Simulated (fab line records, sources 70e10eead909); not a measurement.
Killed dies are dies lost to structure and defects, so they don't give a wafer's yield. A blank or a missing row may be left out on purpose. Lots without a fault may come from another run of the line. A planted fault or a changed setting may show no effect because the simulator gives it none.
Which tool did it? | flow nand_harc | 14 lots, 42 wafers sampled, at 5 steps of a route of 1159

WHAT THE GAUGES READ, wafer by wafer
NHARC_A_ONON_D1_THK_MEAS_02: measures by ellipsometry.
lot  | measured     | on            | thk_nm (nm)
L842 | day 7 20:11  | film_metro-02 | 1003 1003 1000
L844 | day 8 03:30  | film_metro-02 | 1010 1012 1009
L843 | day 8 03:30  | film_metro-01 | 1005 1004 1005
L845 | day 8 13:34  | film_metro-02 | 1011 1012 1013
L846 | day 8 13:35  | film_metro-01 | 1009 1006 1009
L847 | day 8 19:09  | film_metro-01 | 1005 1007 1008
L848 | day 8 19:11  | film_metro-02 | 1009 1010 1009
L852 | day 10 05:07 | film_metro-01 | 1011 1009 1009
L855 | day 10 16:03 | film_metro-01 | 1014 1014 1015
L859 | day 11 18:07 | film_metro-01 | 1007 1007 1007
L858 | day 11 18:08 | film_metro-02 | 1010 1010 1007
L861 | day 12 08:17 | film_metro-02 | 995 994 995
L864 | day 13 01:59 | film_metro-01 | 1010 1011 1009
L865 | day 13 15:50 | film_metro-02 | 991 989 992

NHARC_A_ONON_D1_THK_MEAS_24: measures by ellipsometry.
lot  | measured     | on            | thk_nm (nm)
L842 | day 8 08:40  | film_metro-02 | 1006 1007 1008
L844 | day 8 16:11  | film_metro-01 | 998 997 995
L843 | day 8 16:04  | film_metro-01 | 996 997 997
L845 | day 9 00:07  | film_metro-02 | 1003 1001 1001
L846 | day 9 00:08  | film_metro-01 | 1007 1006 1004
L847 | day 9 05:44  | film_metro-01 | 989 990 987
L848 | day 9 05:43  | film_metro-02 | 1010 1009 1009
L852 | day 10 15:41 | film_metro-02 | 1535 1534 1535
L855 | day 11 02:34 | film_metro-01 | 1536 1537 1536
L859 | day 12 05:17 | film_metro-01 | 980 983 980
L858 | day 12 05:19 | film_metro-01 | 998 1000 1001
L861 | day 12 18:55 | film_metro-02 | 1002 1003 1004
L864 | day 13 12:26 | film_metro-01 | 1006 1007 1005
L865 | day 14 02:25 | film_metro-02 | 1001 1000 1000

NHARC_END_SORT_01.
lot  | measured     | on        | killed_at_array | killed_at_other | killed_at_periphery | killed_dies | killed_open | killed_short
L852 | day 22 14:11 | prober-01 | 673 673 670     | 0 0 0           | 4 4 7               | 677 677 677 | 4 3 8       | 1 2 3
L855 | day 22 15:48 | prober-02 | 675 676 676     | 0 0 1           | 2 1 0               | 677 677 677 | 3 3 2       | 3 5 4

WHICH TOOL RAN EACH LOT (tool, then ch and the chambers of the sampled wafers, then the start)
lot  | NHARC_A_ONON_D1_DEP_22           | NHARC_A_CHANNEL_HOLE_D1_DEP_00
L842 | pecvd_onon-02 ch 0, day 8 08:10  | acl_dep-01 ch 0, day 8 10:51
L844 | pecvd_onon-02 ch 0, day 8 15:44  | acl_dep-01 ch 0, day 8 20:11
L843 | pecvd_onon-03 ch 0, day 8 15:40  | acl_dep-02 ch 0, day 8 20:01
L845 | pecvd_onon-01 ch 0, day 8 23:38  | acl_dep-02 ch 0, day 9 02:11
L846 | pecvd_onon-03 ch 0, day 8 23:36  | acl_dep-01 ch 0, day 9 01:56
L847 | pecvd_onon-03 ch 0, day 9 05:13  | acl_dep-01 ch 0, day 9 08:59
L848 | pecvd_onon-02 ch 0, day 9 05:13  | acl_dep-02 ch 0, day 9 08:54
L852 | pecvd_onon-02 ch 0, day 10 15:11 | -
L855 | pecvd_onon-02 ch 0, day 11 02:11 | -
L859 | pecvd_onon-01 ch 0, day 12 04:53 | acl_dep-01 ch 0, day 12 07:41
L858 | pecvd_onon-03 ch 0, day 12 04:50 | acl_dep-02 ch 0, day 12 08:47
L861 | pecvd_onon-03 ch 0, day 12 18:25 | acl_dep-02 ch 0, day 12 22:11
L864 | pecvd_onon-03 ch 0, day 13 11:56 | acl_dep-02 ch 0, day 13 16:33
L865 | pecvd_onon-01 ch 0, day 14 01:55 | acl_dep-03 ch 0, day 14 04:13
- NHARC_A_ONON_D1_DEP_22: target thk 1000 nm.
- NHARC_A_CHANNEL_HOLE_D1_DEP_00: deposits aC, target thk 3100 nm.

WHAT THE TOOLS THEMSELVES READ (means of the sampled wafers that have a number; where no wafer has one, the mark that the record gives instead)
NHARC_A_ONON_D1_DEP_22.
lot  | tool          | susceptor_temp_C (C)
L842 | pecvd_onon-02 | 400.06
L844 | pecvd_onon-02 | 399.73
L843 | pecvd_onon-03 | 399.65
L845 | pecvd_onon-01 | 399.93
L846 | pecvd_onon-03 | 399.89
L847 | pecvd_onon-03 | 399.97
L848 | pecvd_onon-02 | 400.16
L852 | pecvd_onon-02 | 399.77
L855 | pecvd_onon-02 | 400.23
L859 | pecvd_onon-01 | 399.84
L858 | pecvd_onon-03 | 400.15
L861 | pecvd_onon-03 | 400.18
L864 | pecvd_onon-03 | 399.85
L865 | pecvd_onon-01 | 399.95

NHARC_A_CHANNEL_HOLE_D1_DEP_00.
lot  | tool       | susceptor_temp_C (C) | throttle_valve_pct (%)
L842 | acl_dep-01 | -                    | 34.999
L844 | acl_dep-01 | 400.05               | 34.994
L843 | acl_dep-02 | 400.08               | 34.992
L845 | acl_dep-02 | 399.79               | 35.007
L846 | acl_dep-01 | -                    | 34.995
L847 | acl_dep-01 | 399.80               | 34.999
L848 | acl_dep-02 | -                    | 35.006
L859 | acl_dep-01 | 399.82               | 35.004
L858 | acl_dep-02 | 400.15               | 34.996
L861 | acl_dep-02 | -                    | 35.006
L864 | acl_dep-02 | -                    | 35.009
L865 | acl_dep-03 | 400.00               | 34.999

THE ANSWER, worked out from the rows above alone
Rule: what is usual is taken from the lots themselves. Put in order of their means at a reading, lots are off if they are a third of the lots or fewer, leave a main group of 4 or more, and stand apart from it by a gap of 3 or more times the standard deviation of the main group's means; of several such gaps the widest counts. A main group whose means are all the same, to the digits that the tables above print for the reading, isn't used. A lot without any number at a reading at which 4 lots or more have one is off too. The other lots that the step has rows for count as sound. The gauges are gone through in route order, then the tools' own readings, and for those a lot's mean is taken as printed above. The first step at which some lot is off is used, and at that step the reading that is off furthest; a lot without a number counts as furthest.
Off: L852, L855, at NHARC_A_ONON_D1_THK_MEAS_24 (thk_nm). The main group: mean 1000 nm, standard deviation 7.8.
A tool fits if, at a process step before that reading, it ran every lot that is off, and no sound lot after the first of them. The gauges at NHARC_A_ONON_D1_THK_MEAS_24 are tried like those tools. One fits: pecvd_onon-02 at NHARC_A_ONON_D1_DEP_22. Its last sound lot is L848 (day 9 05:13), its first lot that is off L852 (day 10 15:11): a fault that began between those two fits.

WHAT THE SIMULATOR HAD PUT IN
Process parameter drift: pecvd_onon-02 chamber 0, from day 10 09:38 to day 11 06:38, at NHARC_A_ONON_D1_DEP_22. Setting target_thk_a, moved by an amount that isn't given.
Lots struck among those shown: L852, L855. The rule above found the same.
